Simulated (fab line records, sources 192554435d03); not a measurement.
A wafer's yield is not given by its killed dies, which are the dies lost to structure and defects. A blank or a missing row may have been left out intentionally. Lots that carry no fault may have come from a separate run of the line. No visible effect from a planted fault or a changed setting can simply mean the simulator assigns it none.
The tool behind it: which one? | flow n5-finfet | 21 lots, 63 wafers sampled, at 5 steps of a route of 1938

## WHAT THE GAUGES SHOWED, per wafer
N5_MOL_CONTACT_COAG_CD_MEAS_101: the cd target is 16 nm. Usual: cd-nm at 16.0 nm, with a standard deviation of 0.34.
lot  | measured     | on        | cd-nm (nm)     | flag
L074 | day 5 09:28  | cd-sem-02 | 15.9 16.8 16.4 |
L075 | day 5 14:35  | cd-sem-01 | 16.4 15.7 16.6 |
L076 | day 5 20:10  | cd-sem-03 | 15.9 16.2 15.9 |
L078 | day 6 08:52  | cd-sem-02 | 16.1 16.1 15.8 |
L079 | day 6 11:37  | cd-sem-03 | 15.5 16.2 15.7 |
L080 | day 6 16:28  | cd-sem-01 | 16.3 16.2 15.4 |
L081 | day 6 20:47  | cd-sem-03 | 16.1 16.2 15.9 |
L082 | day 7 06:14  | cd-sem-03 | 15.9 16.6 16.7 |
L083 | day 7 12:37  | cd-sem-01 | 15.5 15.8 15.7 |
L084 | day 7 19:16  | cd-sem-01 | 16.2 16.2 16.0 |
L085 | day 8 03:56  | cd-sem-01 | 16.5 16.0 16.0 |
L086 | day 8 06:41  | cd-sem-03 | 15.8 15.8 16.0 |
L087 | day 8 07:18  | cd-sem-03 | 16.6 16.3 15.9 |
L088 | day 8 23:44  | cd-sem-02 | 15.9 16.2 16.0 |
L089 | day 9 01:23  | cd-sem-01 | 15.9 16.1 16.2 |
L090 | day 9 11:08  | cd-sem-03 | 16.2 15.8 16.4 |
L093 | day 9 22:13  | cd-sem-02 | 15.7 16.0 15.2 |
L094 | day 10 10:09 | cd-sem-02 | 16.2 16.0 16.1 |
L095 | day 10 10:52 | cd-sem-01 | 15.3 15.3 15.6 |
L096 | day 10 15:44 | cd-sem-03 | 16.2 16.7 16.2 |
L097 | day 10 21:14 | cd-sem-03 | 16.3 16.5 16.1 |

## WHICH TOOL RAN EACH LOT (tool, then ch and the chambers of the sampled wafers, then the start)
lot  | N5_MOL_CONTACT_COAG_ETCH_90        | N5_MOL_CONTACT_COAG_ETCH_91        | N5_MOL_CONTACT_COAG_VIA_ETCH_46    | N5_MOL_CONTACT_COAG_ETCH_66
L074 | rie-diel-04 ch 0,1,3, day 5 07:11  | rie-diel-06 ch 0,3, day 5 07:29    | rie-diel-06 ch 0,3, day 5 07:36    | rie-diel-04 ch 0,3, day 5 08:26
L075 | rie-diel-03 ch 1,2, day 5 12:09    | rie-diel-03 ch 0,2,3, day 5 12:27  | rie-diel-03 ch 0,2,3, day 5 12:34  | rie-diel-06 ch 1,3, day 5 13:28
L076 | rie-diel-03 ch 0,1,2, day 5 18:09  | rie-diel-04 ch 1,2, day 5 18:27    | rie-diel-04 ch 1,2, day 5 18:34    | rie-diel-04 ch 0,2,3, day 5 19:24
L078 | rie-diel-03 ch 0,1,3, day 6 06:13  | rie-diel-04 ch 0,1, day 6 06:31    | rie-diel-04 ch 0,1, day 6 06:38    | rie-diel-03 ch 0,2,3, day 6 08:04
L079 | rie-diel-03 ch 1,2, day 6 09:26    | rie-diel-03 ch 1,2, day 6 09:44    | rie-diel-03 ch 1,2, day 6 09:52    | rie-diel-04 ch 0,1,3, day 6 10:44
L080 | rie-diel-03 ch 0,1,3, day 6 14:26  | rie-diel-04 ch 1,2,3, day 6 14:44  | rie-diel-04 ch 1,2,3, day 6 14:52  | rie-diel-04 ch 0,2,3, day 6 15:42
L081 | rie-diel-03 ch 0,2, day 6 18:20    | rie-diel-06 ch 0,1,2, day 6 18:46  | rie-diel-06 ch 0,1,2, day 6 18:53  | rie-diel-04 ch 2,3, day 6 19:56
L082 | rie-diel-06 ch 1,2, day 7 04:13    | rie-diel-04 ch 0,3, day 7 04:30    | rie-diel-04 ch 0,3, day 7 04:37    | rie-diel-04 ch 0,3, day 7 05:28
L083 | rie-diel-03 ch 0,1,3, day 7 10:28  | rie-diel-06 ch 0,2,3, day 7 10:45  | rie-diel-06 ch 0,2,3, day 7 10:53  | rie-diel-03 ch 0,2,3, day 7 11:50
L084 | rie-diel-04 ch 2,3, day 7 16:56    | rie-diel-04 ch 0,1,2, day 7 17:32  | rie-diel-04 ch 0,1,2, day 7 17:40  | rie-diel-04 ch 0,1,2, day 7 18:30
L085 | rie-diel-04 ch 1,2,3, day 8 01:02  | rie-diel-03 ch 1,2, day 8 02:07    | rie-diel-03 ch 1,2, day 8 02:14    | rie-diel-03 ch 0,1,3, day 8 03:08
L086 | rie-diel-06 ch 0,1, day 8 04:12    | rie-diel-03 ch 0,1,3, day 8 04:30  | rie-diel-03 ch 0,1,3, day 8 04:38  | rie-diel-03 ch 0,1,2, day 8 05:35
L087 | rie-diel-04 ch 1,3, day 8 04:17    | rie-diel-04 ch 0,3, day 8 04:40    | rie-diel-04 ch 0,3, day 8 04:47    | rie-diel-04 ch 0,3, day 8 05:39
L088 | rie-diel-04 ch 0,1, day 8 21:31    | rie-diel-03 ch 0,1,3, day 8 21:49  | rie-diel-03 ch 0,1,3, day 8 21:56  | rie-diel-06 ch 1,2, day 8 22:53
L089 | rie-diel-03 ch 1,3, day 8 23:11    | rie-diel-06 ch 1,2, day 8 23:29    | rie-diel-06 ch 1,2, day 8 23:36    | rie-diel-04 ch 0,1, day 9 00:37
L090 | rie-diel-04 ch 0,1,3, day 9 08:26  | rie-diel-03 ch 1,2,3, day 9 08:47  | rie-diel-03 ch 1,2,3, day 9 08:55  | rie-diel-03 ch 1,2, day 9 10:02
L093 | rie-diel-06 ch 2,3, day 9 19:42    | rie-diel-03 ch 1,2,3, day 9 20:01  | rie-diel-03 ch 1,2,3, day 9 20:08  | rie-diel-06 ch 2,3, day 9 21:25
L094 | rie-diel-04 ch 0,3, day 10 07:44   | rie-diel-03 ch 1,2,3, day 10 08:15 | rie-diel-03 ch 1,2,3, day 10 08:23 | rie-diel-03 ch 2,3, day 10 09:23
L095 | rie-diel-04 ch 1,2, day 10 08:40   | rie-diel-03 ch 0,2, day 10 08:58   | rie-diel-03 ch 0,2, day 10 09:05   | rie-diel-06 ch 0,1, day 10 10:03
L096 | rie-diel-04 ch 1,2, day 10 13:05   | rie-diel-04 ch 0,1,3, day 10 13:23 | rie-diel-04 ch 0,1,3, day 10 13:31 | rie-diel-04 ch 1,3, day 10 14:50
L097 | rie-diel-06 ch 0,1,3, day 10 19:05 | rie-diel-03 ch 0,1,2, day 10 19:24 | rie-diel-03 ch 0,1,2, day 10 19:31 | rie-diel-04 ch 0,1,3, day 10 20:28
- N5_MOL_CONTACT_COAG_ETCH_90: etches SiARC in CF4, target depth 13 nm, time 21.7 s.
- N5_MOL_CONTACT_COAG_ETCH_91: etches SOC in N2/H2, target depth 60 nm, overetch 21 nm, time 101.2 s.
- N5_MOL_CONTACT_COAG_VIA_ETCH_46: etches SiO2 in C4F6/O2, target depth 46 nm, overetch 9.2 nm, time 40 s.
- N5_MOL_CONTACT_COAG_ETCH_66: etches SiARC in CF4, target depth 13 nm, time 21.7 s.

## AS READ BY THE TOOLS THEMSELVES (means over the sampled wafers that have a number; for cases with no such wafer, the mark the record gives instead)
N5_MOL_CONTACT_COAG_ETCH_90. Usual: drypump-motor-current-A 5.7 A, standard deviation 0.54; etch-rf-on-time-s 21.7 s, standard deviation 0.43; oes-product-au 0.68 a.u., standard deviation 0.067; rf-vpp-V 184.1 V, standard deviation 1.1; showerhead-plenum-p-Torr 2.14 Torr, standard deviation 0.072; throttle-valve-pct 15.58 %, standard deviation 0.22.
lot  | tool        | drypump-motor-current-A (A) | etch-rf-on-time-s (s) | oes-product-au (a.u.) | rf-vpp-V (V) | showerhead-plenum-p-Torr (Torr) | throttle-valve-pct (%) | flag
L074 | rie-diel-04 | 5.5                         | 21.9                  | 0.67                  | 184.0        | 2.10                            | 15.47                  |
L075 | rie-diel-03 | 6.1                         | 21.8                  | 0.72                  | 183.7        | 2.14                            | 15.40                  |
L076 | rie-diel-03 | 5.7                         | 21.8                  | 0.71                  | 184.5        | 2.17                            | 15.50                  |
L078 | rie-diel-03 | 5.7                         | 21.5                  | 0.70                  | 185.2        | 2.17                            | 15.41                  |
L079 | rie-diel-03 | 6.0                         | 21.8                  | 0.71                  | 184.4        | 2.14                            | 15.40                  |
L080 | rie-diel-03 | 5.7                         | 21.7                  | 0.70                  | 184.4        | 2.17                            | 15.42                  |
L081 | rie-diel-03 | 5.3                         | 21.6                  | 0.71                  | 184.8        | 2.19                            | 15.62                  |
L082 | rie-diel-06 | 5.7                         | 21.0                  | 0.74                  | 185.1        | 2.25                            | 15.59                  |
L083 | rie-diel-03 | 5.7                         | 21.6                  | 0.69                  | 184.2        | 2.16                            | 15.44                  |
L084 | rie-diel-04 | 6.5                         | 22.4                  | 0.59                  | 183.8        | 2.13                            | 15.88                  |
L085 | rie-diel-04 | 6.1                         | 22.0                  | 0.61                  | 183.6        | 2.10                            | 15.66                  |
L086 | rie-diel-06 | 5.5                         | 21.2                  | 0.80                  | 184.5        | 2.21                            | 15.46                  |
L087 | rie-diel-04 | 5.7                         | 21.6                  | 0.64                  | 183.6        | 2.08                            | 15.43                  |
L088 | rie-diel-04 | 5.4                         | 21.4                  | 0.67                  | 183.5        | 2.06                            | 15.46                  |
L089 | rie-diel-03 | 5.9                         | 21.7                  | 0.68                  | 184.3        | 2.10                            | 15.37                  |
L090 | rie-diel-04 | 5.5                         | 21.8                  | 0.64                  | 183.4        | 2.09                            | 15.53                  |
L093 | rie-diel-06 | 5.2                         | 20.8                  | 0.66                  | 185.3        | 2.22                            | 15.85                  |
L094 | rie-diel-04 | 5.2                         | 21.6                  | 0.66                  | 183.3        | 2.09                            | 15.60                  |
L095 | rie-diel-04 | 6.1                         | 21.8                  | 0.61                  | 183.0        | 2.07                            | 15.64                  |
L096 | rie-diel-04 | 6.4                         | 22.5                  | 0.58                  | 183.3        | 2.09                            | 15.86                  |
L097 | rie-diel-06 | 5.4                         | 21.3                  | 0.76                  | 184.8        | 2.24                            | 15.61                  |

N5_MOL_CONTACT_COAG_ETCH_91. Usual: drypump-motor-current-A 5.6 A, standard deviation 0.49; oes-product-au 0.67 a.u., standard deviation 0.059; rf-vpp-V 523.9 V, standard deviation 2.5; showerhead-plenum-p-Torr 2.54 Torr, standard deviation 0.085; throttle-valve-pct 17.70 %, standard deviation 0.22.
lot  | tool        | drypump-motor-current-A (A) | oes-product-au (a.u.) | rf-vpp-V (V) | showerhead-plenum-p-Torr (Torr) | throttle-valve-pct (%) | flag
L074 | rie-diel-06 | 5.2                         | 0.66                  | 527.2        | 2.63                            | 18.02                  |
L075 | rie-diel-03 | 5.5                         | 0.70                  | 524.6        | 2.53                            | 17.73                  |
L076 | rie-diel-04 | 6.4                         | 0.61                  | 522.6        | 2.49                            | 17.96                  |
L078 | rie-diel-04 | 5.2                         | 0.68                  | 521.8        | 2.45                            | 17.68                  |
L079 | rie-diel-03 | 5.8                         | 0.71                  | 524.0        | 2.50                            | 17.69                  |
L080 | rie-diel-04 | 6.1                         | 0.61                  | 522.4        | 2.49                            | 17.74                  |
L081 | rie-diel-06 | 5.5                         | 0.73                  | 526.7        | 2.63                            | 17.75                  |
L082 | rie-diel-04 | 5.5                         | 0.63                  | 523.2        | 2.50                            | 17.64                  |
L083 | rie-diel-06 | 5.2                         | 0.73                  | 526.8        | 2.63                            | 17.77                  |
L084 | rie-diel-04 | 5.8                         | 0.63                  | 521.4        | 2.47                            | 17.84                  |
L085 | rie-diel-03 | 6.1                         | 0.68                  | 524.1        | 2.52                            | 17.53                  |
L086 | rie-diel-03 | 5.7                         | 0.67                  | 524.2        | 2.55                            | 17.59                  |
L087 | rie-diel-04 | 5.2                         | 0.66                  | 522.4        | 2.48                            | 17.75                  |
L088 | rie-diel-03 | 5.7                         | 0.67                  | 524.2        | 2.55                            | 17.59                  |
L089 | rie-diel-06 | 5.6                         | 0.63                  | 526.2        | 2.62                            | 17.83                  |
L090 | rie-diel-03 | 5.9                         | 0.68                  | 523.1        | 2.49                            | 17.66                  |
L093 | rie-diel-03 | 5.9                         | 0.67                  | 522.3        | 2.49                            | 17.67                  |
L094 | rie-diel-03 | 5.9                         | 0.67                  | 522.3        | 2.48                            | 17.67                  |
L095 | rie-diel-03 | 5.4                         | 0.66                  | 525.0        | 2.58                            | 17.83                  |
L096 | rie-diel-04 | 5.5                         | 0.62                  | 522.2        | 2.46                            | 17.65                  |
L097 | rie-diel-03 | 5.7                         | 0.66                  | 524.5        | 2.54                            | 17.70                  |

N5_MOL_CONTACT_COAG_VIA_ETCH_46. Usual: drypump-motor-current-A 5.6 A, standard deviation 0.48; oes-product-au 0.72 a.u., standard deviation 0.063; rf-vpp-V 1590 V, standard deviation 24; showerhead-plenum-p-Torr 2.85 Torr, standard deviation 0.098; throttle-valve-pct 41.0 %, standard deviation 0.35.
lot  | tool        | drypump-motor-current-A (A) | oes-product-au (a.u.) | rf-vpp-V (V) | showerhead-plenum-p-Torr (Torr) | throttle-valve-pct (%) | flag
L074 | rie-diel-06 | 5.2                         | 0.71                  | 1595         | 2.94                            | 41.0                   |
L075 | rie-diel-03 | 5.5                         | 0.75                  | 1594         | 2.84                            | 41.0                   |
L076 | rie-diel-04 | 6.4                         | 0.64                  | 1580         | 2.79                            | 41.1                   |
L078 | rie-diel-04 | 5.2                         | 0.72                  | 1558         | 2.76                            | 40.7                   |
L079 | rie-diel-03 | 5.8                         | 0.75                  | 1620         | 2.80                            | 40.8                   |
L080 | rie-diel-04 | 6.1                         | 0.65                  | 1572         | 2.80                            | 40.8                   |
L081 | rie-diel-06 | 5.5                         | 0.78                  | 1594         | 2.94                            | 40.9                   |
L082 | rie-diel-04 | 5.5                         | 0.67                  | 1559         | 2.83                            | 40.7                   |
L083 | rie-diel-06 | 5.2                         | 0.77                  | 1597         | 2.94                            | 40.8                   |
L084 | rie-diel-04 | 5.8                         | 0.68                  | 1570         | 2.77                            | 40.9                   |
L085 | rie-diel-03 | 6.1                         | 0.73                  | 1620         | 2.84                            | 41.0                   |
L086 | rie-diel-03 | 5.7                         | 0.73                  | 1592         | 2.87                            | 41.2                   |
L087 | rie-diel-04 | 5.2                         | 0.70                  | 1556         | 2.80                            | 40.9                   |
L088 | rie-diel-03 | 5.7                         | 0.72                  | 1593         | 2.87                            | 41.2                   |
L089 | rie-diel-06 | 5.6                         | 0.68                  | 1596         | 2.94                            | 41.1                   |
L090 | rie-diel-03 | 5.9                         | 0.72                  | 1603         | 2.79                            | 41.0                   |
L093 | rie-diel-03 | 5.9                         | 0.72                  | 1602         | 2.79                            | 41.1                   |
L094 | rie-diel-03 | 5.9                         | 0.72                  | 1603         | 2.79                            | 41.1                   |
L095 | rie-diel-03 | 5.3                         | 0.70                  | 1599         | 2.89                            | 41.0                   |
L096 | rie-diel-04 | 5.5                         | 0.67                  | 1560         | 2.77                            | 40.6                   |
L097 | rie-diel-03 | 5.7                         | 0.70                  | 1609         | 2.86                            | 41.0                   |

N5_MOL_CONTACT_COAG_ETCH_66. Usual: drypump-motor-current-A 5.7 A, standard deviation 0.54; etch-rf-on-time-s 21.7 s, standard deviation 0.39; oes-product-au 0.67 a.u., standard deviation 0.069; rf-vpp-V 184.0 V, standard deviation 1.2; showerhead-plenum-p-Torr 2.14 Torr, standard deviation 0.074; throttle-valve-pct 15.60 %, standard deviation 0.22.
lot  | tool        | drypump-motor-current-A (A) | etch-rf-on-time-s (s) | oes-product-au (a.u.) | rf-vpp-V (V) | showerhead-plenum-p-Torr (Torr) | throttle-valve-pct (%) | flag
L074 | rie-diel-04 | 5.5                         | 21.9                  | 0.65                  | 184.2        | 2.13                            | 15.54                  |
L075 | rie-diel-06 | 5.6                         | 21.0                  | 0.84                  | 185.6        | 2.29                            | 15.52                  |
L076 | rie-diel-04 | 5.9                         | 21.9                  | 0.64                  | 183.3        | 2.12                            | 15.70                  |
L078 | rie-diel-03 | 5.5                         | 21.9                  | 0.71                  | 184.3        | 2.14                            | 15.52                  |
L079 | rie-diel-04 | 5.5                         | 21.7                  | 0.66                  | 183.2        | 2.09                            | 15.48                  |
L080 | rie-diel-04 | 5.8                         | 22.1                  | 0.63                  | 183.6        | 2.11                            | 15.71                  |
L081 | rie-diel-04 | 6.1                         | 21.8                  | 0.60                  | 184.0        | 2.13                            | 15.71                  |
L082 | rie-diel-04 | 5.5                         | 21.7                  | 0.65                  | 183.9        | 2.12                            | 15.56                  |
L083 | rie-diel-03 | 5.5                         | 21.6                  | 0.71                  | 183.6        | 2.13                            | 15.54                  |
L084 | rie-diel-04 | 5.8                         | 21.9                  | 0.64                  | 183.0        | 2.08                            | 15.66                  |
L085 | rie-diel-03 | 5.7                         | 21.5                  | 0.69                  | 184.8        | 2.16                            | 15.44                  |
L086 | rie-diel-03 | 5.7                         | 21.7                  | 0.69                  | 184.3        | 2.16                            | 15.53                  |
L087 | rie-diel-04 | 5.5                         | 22.1                  | 0.63                  | 183.3        | 2.12                            | 15.58                  |
L088 | rie-diel-06 | 5.7                         | 21.3                  | 0.71                  | 185.8        | 2.25                            | 15.62                  |
L089 | rie-diel-04 | 5.2                         | 21.7                  | 0.68                  | 183.2        | 2.06                            | 15.53                  |
L090 | rie-diel-03 | 6.1                         | 22.0                  | 0.69                  | 184.1        | 2.13                            | 15.44                  |
L093 | rie-diel-06 | 5.2                         | 21.1                  | 0.66                  | 184.4        | 2.22                            | 15.83                  |
L094 | rie-diel-03 | 5.7                         | 21.9                  | 0.69                  | 182.8        | 2.07                            | 15.50                  |
L095 | rie-diel-06 | 5.7                         | 21.4                  | 0.76                  | 184.8        | 2.24                            | 15.50                  |
L096 | rie-diel-04 | 5.8                         | 22.0                  | 0.60                  | 183.2        | 2.10                            | 15.54                  |
L097 | rie-diel-04 | 5.5                         | 21.9                  | 0.64                  | 183.8        | 2.08                            | 15.55                  |

## THE ANSWER, worked out from the rows above alone
Rule: lot off if the mean of its wafers having a number is beyond 3 standard deviations from the usual mean. Also off: a lot with no number at a reading for which 4 or more lots have one. Any other lot the step has rows for is counted as sound. After the gauges, taken in route order, come the tools' own readings; for these a lot's mean is taken, as printed above. The first step at which some lot is off is used, and at that step the reading that is off furthest; a lot without a number counts as furthest.
Across all readings shown, no lot is off: no conclusion can be drawn from this.

## WHAT HAD BEEN PUT IN BY THE SIMULATOR
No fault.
